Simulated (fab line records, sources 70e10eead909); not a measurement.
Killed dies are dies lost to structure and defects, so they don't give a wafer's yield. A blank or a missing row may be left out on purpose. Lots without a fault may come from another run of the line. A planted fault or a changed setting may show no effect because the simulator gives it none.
Problem report in the 8D (eight disciplines) form, filled by code | flow nand_harc | the parts of the form that need people (team, actions taken, sign-off) are left out

1. THE PROBLEM
killed_at_periphery at NHARC_END_SORT_01 reads a mean of 652.8 on 6 wafers of 2 lots; wafers without a fault read 3.4 with a standard deviation of 2.2. That is +99 or more standard deviations from the usual mean.
First seen on wafer L349.2, day 24 10:02, on prober-01. The record holds 12 wafers of 4 lots with a number at this step. Rule for "out", or "out of limits": more than 4 standard deviations from the usual mean. The other wafers with a number count as sound.

2. WHAT IT IS AND WHAT IT IS NOT
question                    | is                                                                                                                      | is not
which readings at this step | killed_at_periphery, defect_limited_yield, killed_dies, sort_bin_2_pct, sort_n_pass, sort_rim_yield_pct, sort_yield_pct | killed_at_array, killed_at_other, killed_open, killed_short, sort_bin_3_pct, sort_bin_4_pct
which lots                  | L349, L351                                                                                                              | L341, L343
which wafers of those lots  | all that have a number                                                                                                  | -
read on which gauges        | prober-01                                                                                                               | prober-02
when                        | from day 24 10:02                                                                                                       | up to then (6 sound wafers)

3. SUSPECTS, AND WHAT RULES EACH OUT
Counting: a tool at a process step up to the reading stays a suspect if it ran every lot that is out and no sound lot after the first of them.
- the gauge at NHARC_END_SORT_01: kept. All the wafers that are out were read on prober-01, and no step on other tools shows them out.
- pecvd-04 at NHARC_P_M1_DEP_00 (deposits SiOC, target thk 182.5 nm): kept. It ran every lot that is out, first L349 (day 10 20:08), and no sound lot after that; its last sound lot up to then is L341 (day 10 00:22).
Left after counting: pecvd-04 at NHARC_P_M1_DEP_00, prober-01 at NHARC_END_SORT_01.

4. THE CAUSE (what the simulator had put in)
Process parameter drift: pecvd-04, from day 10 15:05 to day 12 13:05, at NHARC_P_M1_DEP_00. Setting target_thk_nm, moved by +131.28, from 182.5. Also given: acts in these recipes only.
Counting left 2 suspects, and this tool is among them.

5. THE CHAIN OF EFFECTS, in route order
Each row: a reading whose mean over the struck wafers that have a number lies more than 3 standard deviations from the usual. Only readings for which the record gives a usual standard deviation are gone through. hours: the time from each lot's start at the first step in this table that gives one to its start at this step, as a median over the lots. sigmas: the change in usual standard deviations.
hours | step              | reading              | usual  | on struck wafers | change | sigmas
0     | NHARC_END_SORT_01 | defect_limited_yield | 95.7 % | 0.0              | -95.7  | -64
0     | NHARC_END_SORT_01 | killed_at_periphery  | 3.4    | 652.8            | +649.4 | +99 or more
0     | NHARC_END_SORT_01 | killed_dies          | 29     | 677              | +648   | +65
0     | NHARC_END_SORT_01 | sort_bin_2_pct       | 1.4 %  | 97.1             | +95.7  | +99 or more
0     | NHARC_END_SORT_01 | sort_n_pass          | 648    | 0                | -648   | -65
0     | NHARC_END_SORT_01 | sort_rim_yield_pct   | 95.6 % | 0.0              | -95.6  | -34
0     | NHARC_END_SORT_01 | sort_yield_pct       | 95.7 % | 0.0              | -95.7  | -64

6. WHAT WOULD HAVE CAUGHT IT SOONER
In this record the first reading out of limits at a measuring or inspecting step was taken at day 24 10:02, 331 hours after the fault began at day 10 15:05.
Of the tool readings at NHARC_P_M1_DEP_00 for which the record gives a usual standard deviation, none was out on any struck wafer, so an alarm limit of 4 standard deviations on them would not have fired.
All the lots that are out (2) had begun NHARC_P_M1_DEP_00 on pecvd-04 by day 24 10:02. A hold on the tool at that time would have spared none of them.
